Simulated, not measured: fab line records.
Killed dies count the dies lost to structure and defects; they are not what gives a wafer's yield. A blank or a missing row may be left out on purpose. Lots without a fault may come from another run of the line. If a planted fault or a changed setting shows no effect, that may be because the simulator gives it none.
Chamber matching :: flow nandHarc :: NHARC_A_BLC_ETCH_16 on rieDiel-06 has 4 sister chambers
The step etches the open film in CF4, target depth 39 nm, time 65 s. 4 wafers are shown with their chamber, then 11 later ones without.

== WAFERS WITH THEIR CHAMBER ==
wafer: L083.6
chamber: 2
drypumpMotorCurrentA (A): 5.0

wafer: L086.2
chamber: 1
drypumpMotorCurrentA (A): 5.6

wafer: L086.5
chamber: 0
drypumpMotorCurrentA (A): 5.3

wafer: L092.2
chamber: 3
drypumpMotorCurrentA (A): 5.7

== WAFERS WHOSE CHAMBER IS MISSING ==
wafer: L092.4
drypumpMotorCurrentA (A): 5.6

wafer: L092.6
drypumpMotorCurrentA (A): 5.6

wafer: L095.1
drypumpMotorCurrentA (A): 5.7

wafer: L095.4
drypumpMotorCurrentA (A): 5.6

wafer: L095.5
drypumpMotorCurrentA (A): 5.3

wafer: L094.2
drypumpMotorCurrentA (A): 5.6

wafer: L094.5
drypumpMotorCurrentA (A): 5.1

wafer: L094.6
drypumpMotorCurrentA (A): 5.7

wafer: L096.1
drypumpMotorCurrentA (A): 5.8

wafer: L096.5
drypumpMotorCurrentA (A): 5.6

wafer: L096.6
drypumpMotorCurrentA (A): 5.0

== EACH ONE'S CHAMBER ==
wafer: L092.4
from the rows above: 1
in truth: 1

wafer: L092.6
from the rows above: 1
in truth: 1

wafer: L095.1
from the rows above: 3
in truth: 3

wafer: L095.4
from the rows above: 1
in truth: 1

wafer: L095.5
from the rows above: 0
in truth: 0

wafer: L094.2
from the rows above: 1
in truth: 1

wafer: L094.5
from the rows above: 2
in truth: 2

wafer: L094.6
from the rows above: 3
in truth: 3

wafer: L096.1
from the rows above: 3
in truth: 3

wafer: L096.5
from the rows above: 1
in truth: 1

wafer: L096.6
from the rows above: 2
in truth: 2
Correctly placed: 11 of 11. Can't be placed from these rows: 0. 0 placed wrongly.
How it was worked out, from the rows above alone: a wafer's distance from a chamber is the root of the sum, over the readings, of the square of ((its reading less the chamber's mean) divided by the reading's scatter). If the next closest chamber is less than 2 further off than the closest, the wafer can't be placed; otherwise it belongs to the closest. The mean given for a chamber averages the wafers shown for that chamber. The scatter: with one shown wafer a chamber, the root of the mean of the squares of how far each hidden wafer lies from its nearest shown one.
